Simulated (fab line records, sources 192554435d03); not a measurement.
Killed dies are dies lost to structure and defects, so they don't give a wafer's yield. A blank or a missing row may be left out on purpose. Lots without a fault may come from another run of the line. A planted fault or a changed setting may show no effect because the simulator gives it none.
One fault seen from 2 desks | flow n5_finfet | each desk has only its own numbers; what lay behind them comes last

THE TOOL OWNER'S DESK: pecvd-04
The tool's own readings at N5_BEOL_M0_SAQP_HM_DEP_111 (deposits SiO2 from SiH4/N2O, target thk 12 nm, time 7.2 s): means of the sampled wafers that have a number, for each lot that ran on this tool. A lot is out of limits, marked OUT, if its mean lies more than 4 standard deviations from the usual mean; the brackets give that distance.
Columns: A = heater_power_w at N5_BEOL_M0_SAQP_HM_DEP_111, usual 803 W; B = showerhead_plenum_p_Torr at N5_BEOL_M0_SAQP_HM_DEP_111, usual 8.15 Torr
lot  | first seen here | A   | B
L745 | day 5 19:01     | 865 | 8.22
L755 | day 8 15:18     | 760 | 8.29
L759 | day 9 09:10     | 839 | 8.22
L760 | day 9 11:25     | 814 | 8.14
This desk's finding: nothing out of limits on any of the 4 lots.

THE METROLOGY DESK
What the gauges read, lot by lot, whatever tool the lot ran on: means of the sampled wafers that have a number. A lot is out of limits, marked OUT, if its mean lies more than 4 standard deviations from the usual mean; the brackets give that distance. Of its 10 readings 7 are shown: those that lie furthest out on some lot.
Columns: A = DIBL_N at N5_BEOL_M4_RC_MEAS_101, usual 36.3 mV/V; B = IOFF_P at N5_BEOL_M4_RC_MEAS_101, usual 0.204 nA/um; C = ION_P at N5_BEOL_M4_RC_MEAS_101, usual 459 uA/um; D = SS_N at N5_BEOL_M4_RC_MEAS_101, usual 71.5 mV/dec; E = SS_P at N5_BEOL_M4_RC_MEAS_101, usual 73.1 mV/dec; F = VT_N at N5_BEOL_M4_RC_MEAS_101, usual 250.2 mV; G = VT_P at N5_BEOL_M4_RC_MEAS_101, usual -251 mV
lot  | first seen here | A    | B     | C   | D    | E    | F     | G
L745 | day 8 15:31     | 37.3 | 0.234 | 466 | 71.1 | 73.1 | 249.3 | -247
L755 | day 11 00:10    | 36.4 | 0.190 | 455 | 71.6 | 73.3 | 252.8 | -253
L759 | day 11 15:51    | 39.1 | 0.226 | 462 | 72.2 | 74.2 | 248.5 | -249
L760 | day 11 23:05    | 34.5 | 0.179 | 454 | 71.7 | 72.7 | 253.4 | -252
L767 | day 13 19:11    | 36.0 | 0.183 | 454 | 71.4 | 72.3 | 251.6 | -254
This desk's finding: nothing out of limits on any of the 5 lots.

PUT TOGETHER
The tool owner's desk saw nothing out of limits.
The metrology desk saw nothing out of limits.

WHAT THE SIMULATOR HAD PUT IN
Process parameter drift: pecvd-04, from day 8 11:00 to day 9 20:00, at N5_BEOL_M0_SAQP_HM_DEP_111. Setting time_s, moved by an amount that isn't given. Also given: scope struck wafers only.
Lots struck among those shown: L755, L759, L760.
